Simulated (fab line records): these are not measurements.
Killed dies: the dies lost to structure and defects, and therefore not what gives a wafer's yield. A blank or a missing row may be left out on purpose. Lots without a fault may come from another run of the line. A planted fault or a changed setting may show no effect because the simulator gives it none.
Chamber matching -- flow nand harc -- NHARC_A_WL_FILL_STRIP_29 on rie diel-13 has 4 sister chambers
The step strips in O2, time 20 s. 22 wafers are shown with their chamber, then 11 later ones without.

== WAFERS WITH THEIR CHAMBER ==
wafer,chamber,showerhead plenum p Torr (Torr),drypump motor current A (A),oes product au (a.u.)
L074.4,3,3.48,5.9,1.011
L074.5,0,3.70,4.9,1.012
L074.6,3,3.48,5.9,1.010
L076.3,2,3.65,5.4,0.991
L076.5,0,3.69,4.9,0.999
L076.6,1,3.61,5.9,0.983
L075.1,3,3.48,5.9,1.011
L075.5,1,3.61,5.9,0.997
L075.6,0,3.69,4.9,0.996
L079.1,2,3.65,5.5,0.988
L079.2,3,3.48,5.9,0.993
L079.6,0,3.69,4.9,0.990
L078.4,2,3.65,5.5,0.982
L078.5,2,3.65,5.5,0.996
L078.6,3,3.48,5.9,1.003
L082.4,3,3.47,5.8,0.996
L082.5,1,3.61,5.8,1.000
L082.6,2,3.65,5.5,0.983
L085.2,1,3.61,5.8,1.003
L085.4,3,3.48,5.9,1.005
L085.6,3,3.48,5.9,1.005
L090.1,2,3.65,5.4,0.992

SIGNATURES, as means of the wafers listed above
reading,chamber 0,chamber 1,chamber 2,chamber 3,scatter within a chamber
showerhead plenum p Torr,3.6925,3.6100,3.6500,3.4787,0.003
drypump motor current A,4.900,5.850,5.467,5.888,0.0422
oes product au,0.99925,0.99575,0.98867,1.00425,0.00731
Rule: distance of a wafer from a chamber = root of the sum over the readings of ((wafer's reading minus chamber's mean) / reading's scatter) squared. If the next closest chamber is less than 2 further off than the closest, the wafer can't be placed; otherwise it belongs to the closest. The scatter is the square root of a quotient: the sum, over the shown wafers, of each reading's squared deviation from its chamber's mean, divided by wafers minus chambers.

== WAFERS WHOSE CHAMBER IS MISSING ==
wafer,showerhead plenum p Torr (Torr),drypump motor current A (A),oes product au (a.u.)
L090.4,3.47,5.9,1.006
L090.5,3.65,5.5,0.991
L091.1,3.65,5.4,0.991
L091.3,3.61,5.8,1.012
L091.4,3.48,5.9,1.006
L088.1,3.61,5.8,1.003
L088.3,3.65,5.5,0.989
L088.6,3.61,5.8,0.998
L094.1,3.47,5.9,1.005
L094.2,3.61,5.8,0.993
L094.4,3.69,4.9,1.018

== WHICH CHAMBER EACH WENT THROUGH ==
wafer,from the rows above,in truth
L090.4,3,3
L090.5,2,2
L091.1,2,2
L091.3,1,1
L091.4,3,3
L088.1,1,1
L088.3,2,2
L088.6,1,1
L094.1,3,3
L094.2,1,1
L094.4,0,0
Correctly placed: 11 of 11. Can't be placed from these rows: 0. 0 placed wrongly.
